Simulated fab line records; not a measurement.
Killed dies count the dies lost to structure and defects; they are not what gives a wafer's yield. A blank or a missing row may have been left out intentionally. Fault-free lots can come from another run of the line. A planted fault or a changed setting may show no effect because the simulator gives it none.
fab line records + flow n5-finfet
[record]
- lots = 7
- wafers = 39
route steps=1938 shown BEOL_M9@1446 BEOL_M11@1587
start-h: start of the lot's first displayed wafer, in hours after the record's first day + wait-h: time in hours since the lot's previous step + " unchanged from the row above + L1.1+2: several wafers, shown together as one row + - either no value or no given start + * or withheld: withheld + < > ~ a bound
route shown NAME@n: NAME is a module with steps in the file, n the number in the route of the first one + usual: average and standard deviation across the fault-free wafers + same: alike in all rows + chamber/n: place in a boat + sites: each site's reading + _std_site: the values' standard deviation + _edge_site: the outer-site mean with the inner-site mean subtracted + radius-mm: how far each site lies from the wafer's centre + mask NAME#n: copy n + behind: tool/chamber where the wafer was last shaped + hold: what put the lot on hold/how long, in hours/how the hold closed + device: the n, p or np transistor that did not switch + end of line: the tests these same wafers got at the end of their route + a step given without rows: its recipe and nothing more + killed: count of dies lost to structure and defects at first sort (not the wafer's yield) + map: the dies of a wafer, with x for killed, . for not killed, _ for no die there
set.NAME: setting as actually run; set.NAME@STEP: the setting as run at that earlier step + model.NAME: the simulator's own value behind a step, which no gauge read
lots whose settings were changed on purpose; a table a step, a row a wafer
[[steps]]
[step N5_BEOL_M9_TRENCH_ETCH_37]
[recipe]
- chemistry = C4F6/O2
- target-depth-a = 1514.3
- target = SiCOH_lowk
- time-s = 49
- ion-energy-ev = 250
- pressure-mtorr = 30
- source-w = 345
- bias-w = 185
- Ar_flow_sccm = 300
- C4F6_flow_sccm = 10
- O2_flow_sccm = 10
| lot.wafer | tool        | chamber | start-h | wait-h | set.time-s | model.etch.depth-nm | model.BEOL_M9.feature-depth-nm | model.TiN_of_BEOL_M9_HM_DEP_02.thk-nm |
|-----------|-------------|---------|---------|--------|------------|---------------------|--------------------------------|---------------------------------------|
| L080.1    | rie-diel-06 | 0       | -       | -      | 49         | 156.6               | 156.6                          | 15.6                                  |
| L080.2    | "           | 3       | "       | "      | 21.54      | 66.86               | 66.8                           | 17.8                                  |
| L080.3    | "           | 2       | "       | "      | 21.54      | 68.26               | 68.2                           | 18.4                                  |
| L080.4    | "           | 1       | "       | "      | 49         | 153.4               | 153.4                          | 15.6                                  |
| L080.5    | "           | 3       | "       | "      | 49         | 152.5               | 152.4                          | 15.6                                  |
| L080.6    | "           | 2       | "       | "      | 21.54      | 67.91               | 68                             | 17.8                                  |
| L081.1    | rie-diel-06 | 2       | -       | -      | 40.22      | 128.5               | 128.6                          | 16.6                                  |
| L081.2    | "           | 1       | "       | "      | 49         | 154.2               | 154.2                          | 16                                    |
| L081.3    | "           | 0       | "       | "      | 40.22      | 128.9               | 128.8                          | 16.4                                  |
| L081.4    | "           | 3       | "       | "      | 49         | 152                 | 152                            | 16                                    |
| L081.5    | "           | 3       | "       | "      | 49         | 151.6               | 151.6                          | 15.8                                  |
| L081.6    | "           | 2       | "       | "      | 40.22      | 126.5               | 126.6                          | 16.8                                  |
| L082.1    | rie-diel-02 | 2       | -       | -      | 58.7       | 181.1               | 181.2                          | 14.8                                  |
| L082.2    | "           | 1       | "       | "      | 58.7       | 174.4               | 174.4                          | 15.2                                  |
| L082.3    | "           | 0       | "       | "      | 49         | 147.1               | 147                            | 16.2                                  |
| L082.4    | "           | 0       | "       | "      | 49         | 147.1               | 147.2                          | 15.8                                  |
| L082.5    | "           | 2       | "       | "      | 58.7       | 180.7               | 180.6                          | 15                                    |
| L082.6    | "           | 1       | "       | "      | 49         | 147.3               | 147.2                          | 15.6                                  |
| L083.1    | rie-diel-01 | 3       | -       | -      | 33.31      | 99.69               | 99.6                           | 16.8                                  |
| L083.2    | "           | 2       | "       | "      | 33.31      | 102.6               | 102.6                          | 17.2                                  |
| L083.3    | "           | 1       | "       | "      | 33.31      | 99.58               | 99.6                           | 16.8                                  |
| L083.4    | "           | 2       | "       | "      | 49         | 151.8               | 151.8                          | 15.8                                  |
| L083.5    | "           | 3       | "       | "      | 49         | 149.1               | 149                            | 15.4                                  |
| L083.6    | "           | 1       | "       | "      | 49         | 148.3               | 148.2                          | 15.2                                  |
| L086.1    | rie-diel-01 | 1       | -       | -      | 27.07      | 80.37               | 80.4                           | 18                                    |
| L086.2    | "           | 0       | "       | "      | 49         | 158.2               | 158.2                          | 15.8                                  |
| L086.3    | "           | 2       | "       | "      | 27.07      | 82.56               | 82.6                           | 17.6                                  |
| L086.4    | "           | 1       | "       | "      | 49         | 145                 | 145                            | 15.6                                  |
| L086.5    | "           | 0       | "       | "      | 49         | 158.5               | 158.6                          | 15.8                                  |
| L086.6    | "           | 2       | "       | "      | 27.07      | 83.61               | 83.6                           | 17.4                                  |
| L085.1    | rie-diel-01 | 2       | -       | -      | 49         | 151.5               | 151.6                          | 15.6                                  |
| L085.5    | "           | 0       | "       | "      | 49         | 158.4               | 158.4                          | 15.2                                  |
| L085.6    | "           | 1       | "       | "      | 49         | 146.6               | 146.6                          | 15.8                                  |
| L089.1    | rie-diel-01 | 3       | -       | -      | 49         | 150.7               | 150.8                          | 15.6                                  |
| L089.2    | "           | 1       | "       | "      | 49         | 144.7               | 144.6                          | 15.4                                  |
| L089.3    | "           | 0       | "       | "      | 49         | 156.5               | 156.6                          | 15.8                                  |
| L089.4    | "           | 3       | "       | "      | 49         | 151.4               | 151.4                          | 15.6                                  |
| L089.5    | "           | 0       | "       | "      | 49         | 156.3               | 156.4                          | 15.6                                  |
| L089.6    | "           | 1       | "       | "      | 49         | 143.6               | 143.6                          | 16.2                                  |
[step N5_BEOL_M9_ETCH_41]
[recipe]
- chemistry = CH3F/O2
- target = SiCN
- target-depth-a = 366
- taper-deg = 2
- time-s = 70.1
- ion-energy-ev = 120
- mask-material = TiN
- pressure-mtorr = 30
- source-w = 395
- bias-w = 75
- Ar_flow_sccm = 150
- CH3F_flow_sccm = 30
- O2_flow_sccm = 20
[step N5_BEOL_M9_STRIP_80]
[recipe]
- chemistry = N2/H2
- time-s = 10
- power-w = 450
- temp-c = 40
- pressure-mtorr = 20
- rf-frequency-hz = 6e+07
- bias-power-w = 7
- n2-flow-sccm = 200
- h2-flow-sccm = 200
[step N5_BEOL_M9_OCD_MEAS_38]
[usual]
- trench-depth-nm = 152/3.9
| lot.wafer | tool   | chamber | start-h | wait-h | set.time-s@BEOL_M9_TRENCH_ETCH_37 | trench-depth-nm |
|-----------|--------|---------|---------|--------|-----------------------------------|-----------------|
| L080.1    | ocd-01 | -       | 236.31  | -      | 49                                | 156             |
| L080.2    | "      | -       | "       | "      | 21.54                             | 67              |
| L080.3    | "      | -       | "       | "      | 21.54                             | 68              |
| L080.4    | "      | -       | "       | "      | 49                                | 154             |
| L080.5    | "      | -       | "       | "      | 49                                | 152             |
| L080.6    | "      | -       | "       | "      | 21.54                             | 68              |
| L081.1    | ocd-01 | -       | 238.68  | -      | 40.22                             | 128             |
| L081.2    | "      | -       | "       | "      | 49                                | 155             |
| L081.3    | "      | -       | "       | "      | 40.22                             | 129             |
| L081.4    | "      | -       | "       | "      | 49                                | 152             |
| L081.5    | "      | -       | "       | "      | 49                                | 151             |
| L081.6    | "      | -       | "       | "      | 40.22                             | 126             |
| L082.1    | ocd-01 | -       | 248.84  | -      | 58.7                              | 181             |
| L082.2    | "      | -       | "       | "      | 58.7                              | 175             |
| L082.3    | "      | -       | "       | "      | 49                                | 147             |
| L082.4    | "      | -       | "       | "      | 49                                | 147             |
| L082.5    | "      | -       | "       | "      | 58.7                              | 181             |
| L082.6    | "      | -       | "       | "      | 49                                | 147             |
| L083.1    | ocd-01 | -       | 251.97  | -      | 33.31                             | 100             |
| L083.2    | "      | -       | "       | "      | 33.31                             | 102             |
| L083.3    | "      | -       | "       | "      | 33.31                             | 99              |
| L083.4    | "      | -       | "       | "      | 49                                | 152             |
| L083.5    | "      | -       | "       | "      | 49                                | 149             |
| L083.6    | "      | -       | "       | "      | 49                                | 148             |
| L086.1    | ocd-02 | -       | 291.63  | -      | 27.07                             | 80              |
| L086.2    | "      | -       | "       | "      | 49                                | 158             |
| L086.3    | "      | -       | "       | "      | 27.07                             | 83              |
| L086.4    | "      | -       | "       | "      | 49                                | 145             |
| L086.5    | "      | -       | "       | "      | 49                                | 158             |
| L086.6    | "      | -       | "       | "      | 27.07                             | 84              |
| L085.1    | ocd-02 | -       | 293.79  | -      | 49                                | 152             |
| L085.5    | "      | -       | "       | "      | 49                                | 158             |
| L085.6    | "      | -       | "       | "      | 49                                | 146             |
| L089.1    | ocd-02 | -       | 307.35  | -      | 49                                | 151             |
| L089.2    | "      | -       | "       | "      | 49                                | 145             |
| L089.3    | "      | -       | "       | "      | 49                                | 156             |
| L089.4    | "      | -       | "       | "      | 49                                | 151             |
| L089.5    | "      | -       | "       | "      | 49                                | 157             |
| L089.6    | "      | -       | "       | "      | 49                                | 144             |
[step N5_BEOL_M9_HM_STRIP_39]
[recipe]
- chemistry = peroxide-tin-strip
- material = TiN
- target-depth-a = 250
- temp-c = 50
- time-s = 158
[step N5_BEOL_M9_SRD_40]
[recipe]
- time-s = 30
- temp-c = 23
- rinse-liquid = diw
- dry = ipa-marangoni
[step N5_BEOL_M9_ECD_50]
[recipe]
- material = Cu
- target-thk-a = 3180
[step N5_BEOL_M9_ANNEAL_51]
[recipe]
- temp-c = 225
- time-s = 90
- ambient = N2
[step N5_BEOL_M9_CMP_52]
[recipe]
- stop-on = SiCOH_lowk
- t-overpolish-s = 7
- down-force-psi = 1
- platen-rpm = 50
- clearing-platen-down-force-psi = 1.5
- clearing-platen-rpm = 50
- post-cmp-clean = cu-alkaline
- target-thk-nm = 140
- clearing-platen-pad-velocity-m-s = 0.99484
- pad-velocity-m-s = 0.99484
| lot.wafer | tool   | chamber | start-h | wait-h | set.time-s@BEOL_M9_TRENCH_ETCH_37 | model.Cu_of_BEOL_M9_ECD_50.thk-nm |
|-----------|--------|---------|---------|--------|-----------------------------------|-----------------------------------|
| L080.4    | cmp-03 | 3       | 239.95  | 0.1    | 49                                | 141.6                             |
| L080.2    | "      | 0       | "       | "      | 21.54                             | 55.2                              |
| L080.3    | "      | 1       | "       | "      | 21.54                             | 60.2                              |
| L080.1    | "      | 2       | "       | "      | 49                                | 146.2                             |
| L080.6    | "      | 3       | "       | "      | 21.54                             | 55.6                              |
| L080.5    | "      | 0       | "       | "      | 49                                | 141.2                             |
| L081.1    | cmp-01 | 1       | 241.02  | 0.3    | 40.22                             | 118.4                             |
| L081.2    | "      | 2       | "       | "      | 49                                | 142.2                             |
| L081.4+5  | "      | 3,1     | "       | "      | 49                                | 140.2                             |
| L081.3    | "      | 0       | "       | "      | 40.22                             | 116.8                             |
| L081.6    | "      | 2       | "       | "      | 40.22                             | 114.8                             |
| L082.3    | cmp-03 | 1       | 251.97  | 0.2    | 49                                | 138.8                             |
| L082.2    | "      | 2       | "       | "      | 58.7                              | 162.8                             |
| L082.4    | "      | 3       | "       | "      | 49                                | 134.2                             |
| L082.1    | "      | 0       | "       | "      | 58.7                              | 170.4                             |
| L082.5    | "      | 1       | "       | "      | 58.7                              | 173                               |
| L082.6    | "      | 2       | "       | "      | 49                                | 137.2                             |
| L083.3    | cmp-03 | 1       | 256.43  | 0.2    | 33.31                             | 91.2                              |
| L083.2    | "      | 2       | "       | "      | 33.31                             | 91.6                              |
| L083.1    | "      | 3       | "       | "      | 33.31                             | 88.2                              |
| L083.4    | "      | 0       | "       | "      | 49                                | 139.8                             |
| L083.6    | "      | 1       | "       | "      | 49                                | 140.2                             |
| L083.5    | "      | 2       | "       | "      | 49                                | 137.6                             |
| L086.1    | cmp-01 | 0       | 293.60  | 0.3    | 27.07                             | 69.2                              |
| L086.4    | "      | 1       | "       | "      | 49                                | 134.6                             |
| L086.2+5  | "      | 2,0     | "       | "      | 49                                | 147.2                             |
| L086.3    | "      | 3       | "       | "      | 27.07                             | 73.2                              |
| L086.6    | "      | 1       | "       | "      | 27.07                             | 73.4                              |
| L085.1    | cmp-01 | 1       | 295.60  | 0.3    | 49                                | 142.8                             |
| L085.5    | "      | 0       | "       | "      | 49                                | 149.4                             |
| L085.6    | "      | 1       | "       | "      | 49                                | 138                               |
| L089.4    | cmp-01 | 1       | 309.08  | 0.1    | 49                                | 141.6                             |
| L089.3    | "      | 2       | "       | "      | 49                                | 146.4                             |
| L089.1    | "      | 3       | "       | "      | 49                                | 140.4                             |
| L089.2    | "      | 0       | "       | "      | 49                                | 132.6                             |
| L089.6    | "      | 1       | "       | "      | 49                                | 134                               |
| L089.5    | "      | 2       | "       | "      | 49                                | 145.4                             |
[step N5_BEOL_M9_THK_MEAS_53]
[recipe]
- thk-meas-gauge = xrf
- reads = Cu_of_BEOL_M9_ECD_50
[usual]
- M9_THK = 144/4.4
| lot.wafer | tool          | chamber | start-h | wait-h | set.time-s@BEOL_M9_TRENCH_ETCH_37 | M9_THK[nm] |
|-----------|---------------|---------|---------|--------|-----------------------------------|------------|
| L080.1    | film-metro-01 | -       | 240.24  | -      | 49                                | 149        |
| L080.2    | "             | -       | "       | "      | 21.54                             | 56         |
| L080.3    | "             | -       | "       | "      | 21.54                             | 62         |
| L080.4    | "             | -       | "       | "      | 49                                | 145        |
| L080.5    | "             | -       | "       | "      | 49                                | 144        |
| L080.6    | "             | -       | "       | "      | 21.54                             | 57         |
| L081.1    | film-metro-01 | -       | 241.32  | -      | 40.22                             | 122        |
| L081.2    | "             | -       | "       | "      | 49                                | 147        |
| L081.3    | "             | -       | "       | "      | 40.22                             | 121        |
| L081.4    | "             | -       | "       | "      | 49                                | 145        |
| L081.5    | "             | -       | "       | "      | 49                                | 145        |
| L081.6    | "             | -       | "       | "      | 40.22                             | 119        |
| L082.1    | film-metro-01 | -       | 252.26  | -      | 58.7                              | 175        |
| L082.2    | "             | -       | "       | "      | 58.7                              | 166        |
| L082.3    | "             | -       | "       | "      | 49                                | 141        |
| L082.4    | "             | -       | "       | "      | 49                                | 137        |
| L082.5    | "             | -       | "       | "      | 58.7                              | 177        |
| L082.6    | "             | -       | "       | "      | 49                                | 140        |
| L083.1    | film-metro-01 | -       | 256.72  | -      | 33.31                             | 90         |
| L083.2    | "             | -       | "       | "      | 33.31                             | 94         |
| L083.3    | "             | -       | "       | "      | 33.31                             | 93         |
| L083.4    | "             | -       | "       | "      | 49                                | 143        |
| L083.5    | "             | -       | "       | "      | 49                                | 141        |
| L083.6    | "             | -       | "       | "      | 49                                | 144        |
| L086.1    | film-metro-02 | -       | 293.90  | -      | 27.07                             | 70         |
| L086.2    | "             | -       | "       | "      | 49                                | 150        |
| L086.3    | "             | -       | "       | "      | 27.07                             | 75         |
| L086.4    | "             | -       | "       | "      | 49                                | 138        |
| L086.5    | "             | -       | "       | "      | 49                                | 150        |
| L086.6    | "             | -       | "       | "      | 27.07                             | 75         |
| L085.1    | film-metro-02 | -       | 295.85  | -      | 49                                | 148        |
| L085.5    | "             | -       | "       | "      | 49                                | 153        |
| L085.6    | "             | -       | "       | "      | 49                                | 142        |
| L089.1    | film-metro-02 | -       | 309.37  | -      | 49                                | 144        |
| L089.2    | "             | -       | "       | "      | 49                                | 136        |
| L089.3    | "             | -       | "       | "      | 49                                | 150        |
| L089.4    | "             | -       | "       | "      | 49                                | 144        |
| L089.5    | "             | -       | "       | "      | 49                                | 149        |
| L089.6    | "             | -       | "       | "      | 49                                | 137        |
[step N5_BEOL_M9_PRE_CLEAN_55]
[recipe]
- gas = NH3
- time-s = 15
- temp-c = withheld
- rf-power-w = 300
[step N5_BEOL_M9_DEP_56]
[recipe]
- material = SiCN
- target-thk-a = 150
- temp-c = withheld
- precursor = 3MS/NH3
- pressure-torr = 3
- rf-w = 202
- time-s = 26.5
[step N5_BEOL_M9_RS_MEAS_57]
[recipe]
- thk-meas-gauge = four-point-probe
- reads = Cu_of_BEOL_M9_ECD_50+Co_of_BEOL_M9_CVD_78+TaN_of_BEOL_M9_ALD_74
[usual]
- M9_RS = 0.150/0.005
| lot.wafer | tool          | chamber | start-h | wait-h | set.time-s@BEOL_M9_TRENCH_ETCH_37 | M9_RS[ohm/sq] |
|-----------|---------------|---------|---------|--------|-----------------------------------|---------------|
| L080.1    | film-metro-01 | -       | 240.38  | 0.1    | 49                                | 0.144         |
| L080.2    | "             | -       | "       | "      | 21.54                             | 0.445         |
| L080.3    | "             | -       | "       | "      | 21.54                             | 0.400         |
| L080.4    | "             | -       | "       | "      | 49                                | 0.149         |
| L080.5    | "             | -       | "       | "      | 49                                | 0.149         |
| L080.6    | "             | -       | "       | "      | 21.54                             | 0.440         |
| L081.1    | film-metro-01 | -       | 241.46  | 0.1    | 40.22                             | 0.181         |
| L081.2    | "             | -       | "       | "      | 49                                | 0.148         |
| L081.3    | "             | -       | "       | "      | 40.22                             | 0.185         |
| L081.4    | "             | -       | "       | "      | 49                                | 0.150         |
| L081.5    | "             | -       | "       | "      | 49                                | 0.150         |
| L081.6    | "             | -       | "       | "      | 40.22                             | 0.188         |
| L082.1    | film-metro-01 | -       | 252.40  | 0.1    | 58.7                              | 0.122         |
| L082.2    | "             | -       | "       | "      | 58.7                              | 0.128         |
| L082.3    | "             | -       | "       | "      | 49                                | 0.152         |
| L082.4    | "             | -       | "       | "      | 49                                | 0.158         |
| L082.5    | "             | -       | "       | "      | 58.7                              | 0.119         |
| L082.6    | "             | -       | "       | "      | 49                                | 0.154         |
| L083.1    | film-metro-01 | -       | 256.86  | 0.1    | 33.31                             | 0.254         |
| L083.2    | "             | -       | "       | "      | 33.31                             | 0.243         |
| L083.3    | "             | -       | "       | "      | 33.31                             | 0.244         |
| L083.4    | "             | -       | "       | "      | 49                                | 0.151         |
| L083.5    | "             | -       | "       | "      | 49                                | 0.153         |
| L083.6    | "             | -       | "       | "      | 49                                | 0.151         |
| L086.1    | film-metro-02 | -       | 294.03  | 0.1    | 27.07                             | 0.339         |
| L086.2    | "             | -       | "       | "      | 49                                | 0.143         |
| L086.3    | "             | -       | "       | "      | 27.07                             | 0.317         |
| L086.4    | "             | -       | "       | "      | 49                                | 0.157         |
| L086.5    | "             | -       | "       | "      | 49                                | 0.143         |
| L086.6    | "             | -       | "       | "      | 27.07                             | 0.316         |
| L085.1    | film-metro-02 | -       | 295.99  | 0.1    | 49                                | 0.148         |
| L085.5    | "             | -       | "       | "      | 49                                | 0.141         |
| L085.6    | "             | -       | "       | "      | 49                                | 0.154         |
| L089.1    | film-metro-01 | -       | 309.51  | 0.1    | 49                                | 0.150         |
| L089.2    | "             | -       | "       | "      | 49                                | 0.160         |
| L089.3    | "             | -       | "       | "      | 49                                | 0.143         |
| L089.4    | "             | -       | "       | "      | 49                                | 0.149         |
| L089.5    | "             | -       | "       | "      | 49                                | 0.145         |
| L089.6    | "             | -       | "       | "      | 49                                | 0.158         |
[step N5_BEOL_M11_CURE_72]
[recipe]
- temp-c = 370
- time-s = 120
- ambient = DMADMS/He
- material = SiCOH_lowk
[usual]
- lamp-power-pct = 52.31/0.048
| lot.wafer | tool       | chamber | start-h | wait-h | set.time-s | lamp-power-pct |
|-----------|------------|---------|---------|--------|------------|----------------|
| L080.1    | uv-cure-02 | 2       | 251.42  | 0.0    | 71.84      | 52.31          |
| L080.2    | "          | 2       | "       | "      | 120        | 52.39          |
| L080.3    | "          | 2       | "       | "      | 120        | 52.29          |
| L080.4    | "          | 2       | "       | "      | 71.84      | 52.21          |
| L080.5    | "          | 2       | "       | "      | 120        | 52.33          |
| L080.6    | "          | 2       | "       | "      | 71.84      | 52.35          |
| L081.1    | uv-cure-02 | 1       | 255.13  | 0.0    | 120        | 52.30          |
| L081.2    | "          | 1       | "       | "      | 120        | 52.39          |
| L081.3    | "          | 1       | "       | "      | 166.9      | 50.27          |
| L081.4    | "          | 1       | "       | "      | 120        | 52.30          |
| L081.5    | "          | 1       | "       | "      | 166.9      | 50.32          |
| L081.6    | "          | 1       | "       | "      | 166.9      | 50.30          |
| L082.1    | uv-cure-03 | 0       | 269.57  | 0.4    | 120        | 52.27          |
| L082.2    | "          | 0       | "       | "      | 139.1      | 51.47          |
| L082.3    | "          | 0       | "       | "      | 139.1      | 51.53          |
| L082.4    | "          | 0       | "       | "      | 120        | 52.21          |
| L082.5    | "          | 0       | "       | "      | 139.1      | 51.43          |
| L082.6    | "          | 0       | "       | "      | 120        | 52.35          |
| L083.1    | uv-cure-01 | 0       | 269.79  | 0.0    | 120        | 52.34          |
| L083.2    | "          | 0       | "       | "      | 120        | 52.33          |
| L083.3    | "          | 0       | "       | "      | 155.1      | 50.71          |
| L083.4    | "          | 0       | "       | "      | 155.1      | 50.85          |
| L083.5    | "          | 0       | "       | "      | 120        | 52.32          |
| L083.6    | "          | 0       | "       | "      | 155.1      | 50.81          |
| L086.1    | uv-cure-02 | 1       | 305.02  | 0.0    | 120        | 52.31          |
| L086.2    | "          | 1       | "       | "      | 120        | 52.33          |
| L086.3    | "          | 1       | "       | "      | 120        | 52.33          |
| L086.4    | "          | 1       | "       | "      | 120        | 52.27          |
| L086.5    | "          | 1       | "       | "      | 120        | 52.31          |
| L086.6    | "          | 1       | "       | "      | 120        | 52.33          |
| L085.1    | uv-cure-01 | 1       | 307.61  | 0.0    | 120        | 52.28          |
| L085.5    | "          | 1       | "       | "      | 120        | 52.30          |
| L085.6    | "          | 1       | "       | "      | 120        | 52.31          |
| L089.1    | uv-cure-02 | 2       | 322.76  | 0.0    | 120        | 52.33          |
| L089.2    | "          | 2       | "       | "      | 170.9      | 50.22          |
| L089.3    | "          | 2       | "       | "      | 120        | 52.26          |
| L089.4    | "          | 2       | "       | "      | 170.9      | 50.26          |
| L089.5    | "          | 2       | "       | "      | 170.9      | 50.24          |
| L089.6    | "          | 2       | "       | "      | 120        | 52.34          |
[[key]]
[split]
- step = N5_BEOL_M9_TRENCH_ETCH_37
- setting = time-s
- stated = 49
- by = wafer
[response]
- step = N5_BEOL_M9_TRENCH_ETCH_37
- reading = model.etch.depth-nm
- change = +1.55
- per = 1%
- r = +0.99
[response]
- step = N5_BEOL_M9_TRENCH_ETCH_37
- reading = model.BEOL_M9.feature-depth-nm
- change = +1.55
- per = 1%
- r = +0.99
[response]
- step = N5_BEOL_M9_TRENCH_ETCH_37
- reading = model.TiN_of_BEOL_M9_HM_DEP_02.thk-nm
- change = -0.0432
- per = 1%
- r = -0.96
[response]
- step = N5_BEOL_M9_OCD_MEAS_38
- reading = trench-depth-nm
- change = +1.55
- per = 1%
- r = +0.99
[response]
- step = N5_BEOL_M9_CMP_52
- reading = model.Cu_of_BEOL_M9_ECD_50.thk-nm
- change = +1.54
- per = 1%
- r = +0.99
[response]
- step = N5_BEOL_M9_THK_MEAS_53
- reading = M9_THK
- change = +1.58
- per = 1%
- r = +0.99
[response]
- step = N5_BEOL_M9_RS_MEAS_57
- reading = M9_RS
- change = -0.00406
- per = 1%
- r = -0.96
[split]
- step = N5_BEOL_M11_CURE_72
- setting = time-s
- stated = 120
- by = wafer
[response]
- step = N5_BEOL_M11_CURE_72
- reading = lamp-power-pct
- shape = bent
- at-lowest = *
- at-stated = *
- at-highest = *
